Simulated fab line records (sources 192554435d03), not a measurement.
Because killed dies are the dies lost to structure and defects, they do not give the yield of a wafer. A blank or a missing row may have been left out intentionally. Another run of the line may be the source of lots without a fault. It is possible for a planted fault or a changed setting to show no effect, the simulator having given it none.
Which of the tools did it? :: flow n5Finfet :: 12 lots, 36 wafers sampled, at 3 steps of a route of 1938

WHAT EACH GAUGE READ, for each wafer
N5_MIM_TOP_LITHO_INSPECT_12: inspects for defects (macro).
lot: L076
measured: day 11 21:29
on: defectInspect-02
rawDefectCount: 1 3 1

lot: L077
measured: day 12 07:07
on: defectInspect-02
rawDefectCount: 1 2 5

lot: L079
measured: day 12 14:05
on: defectInspect-02
rawDefectCount: 1 2 4

lot: L080
measured: day 13 18:41
on: defectInspect-02
rawDefectCount: 0 0 2

lot: L083
measured: day 14 11:35
on: defectInspect-02
rawDefectCount: 0 4 3

lot: L086
measured: day 14 12:08
on: defectInspect-01
rawDefectCount: 0 4 2

lot: L087
measured: day 15 10:04
on: defectInspect-01
rawDefectCount: 0 1 1

lot: L088
measured: day 16 06:33
on: defectInspect-01
rawDefectCount: 3 3 2

lot: L089
measured: day 16 15:19
on: defectInspect-02
rawDefectCount: 1 1 1

lot: L092
measured: day 17 01:50
on: defectInspect-01
rawDefectCount: 5 1 2

lot: L095
measured: day 17 14:19
on: defectInspect-02
rawDefectCount: 4 0 2

lot: L097
measured: day 18 15:14
on: defectInspect-02
rawDefectCount: 1 2 3

WHAT TOOL EACH LOT RAN ON (gives the tool, then ch and the chambers of the sampled wafers, and finally the start)
lot: L076
N5_BEOL_M14_ETCH_68: rieDiel-05 ch 0,2,3, day 11 09:17
N5_MIM_BOT_DEGAS_01: pvdSputter-01, day 11 19:43

lot: L077
N5_BEOL_M14_ETCH_68: rieDiel-02 ch 0,1,3, day 11 18:28
N5_MIM_BOT_DEGAS_01: pvdSputter-02, day 12 05:30

lot: L079
N5_BEOL_M14_ETCH_68: rieDiel-02 ch 1,2, day 12 00:55
N5_MIM_BOT_DEGAS_01: pvdSputter-02, day 12 12:39

lot: L080
N5_BEOL_M14_ETCH_68: rieDiel-06 ch 2,3, day 13 06:00
N5_MIM_BOT_DEGAS_01: pvdSputter-02, day 13 16:28

lot: L083
N5_BEOL_M14_ETCH_68: rieDiel-05 ch 1,2,3, day 13 21:44
N5_MIM_BOT_DEGAS_01: pvdSputter-03, day 14 10:12

lot: L086
N5_BEOL_M14_ETCH_68: rieDiel-05 ch 1,3, day 14 01:13
N5_MIM_BOT_DEGAS_01: pvdSputter-03, day 14 10:44

lot: L087
N5_BEOL_M14_ETCH_68: rieDiel-02 ch 0,1,3, day 14 20:55
N5_MIM_BOT_DEGAS_01: pvdSputter-02, day 15 08:41

lot: L088
N5_BEOL_M14_ETCH_68: rieDiel-05 ch 0,1,3, day 15 13:10
N5_MIM_BOT_DEGAS_01: pvdSputter-03, day 16 03:26

lot: L089
N5_BEOL_M14_ETCH_68: rieDiel-02 ch 1,3, day 15 17:55
N5_MIM_BOT_DEGAS_01: pvdSputter-02, day 16 13:17

lot: L092
N5_BEOL_M14_ETCH_68: rieDiel-02 ch 0,1,3, day 16 10:01
N5_MIM_BOT_DEGAS_01: pvdSputter-01, day 16 22:47

lot: L095
N5_BEOL_M14_ETCH_68: rieDiel-05 ch 0,2,3, day 16 19:27
N5_MIM_BOT_DEGAS_01: pvdSputter-03, day 17 13:05

lot: L097
N5_BEOL_M14_ETCH_68: rieDiel-06 ch 0,1,2, day 17 20:24
N5_MIM_BOT_DEGAS_01: pvdSputter-01, day 18 12:26
- N5_BEOL_M14_ETCH_68: etches SOC in N2/H2, time 450 s.
- N5_MIM_BOT_DEGAS_01: time 60 s.

THE ANSWER, worked out from the rows above alone
Rule: what is usual is taken from the lots themselves. The widest of any qualifying gaps counts: lots, ordered by their means at a reading, are off when they make up no more than a third of the lots, leave a main group of 4 or more, and stand apart from it by 3 or more times the standard deviation of that group's means. A main group is skipped when, at the precision printed for the reading in the tables above, its means are all equal. Also off: a lot with no number at a reading for which 4 or more lots have one. All remaining lots with rows at the step are treated as sound.
None of the lots is off at any reading shown; this tells nothing.

WHAT THE SIMULATOR HAD PUT IN
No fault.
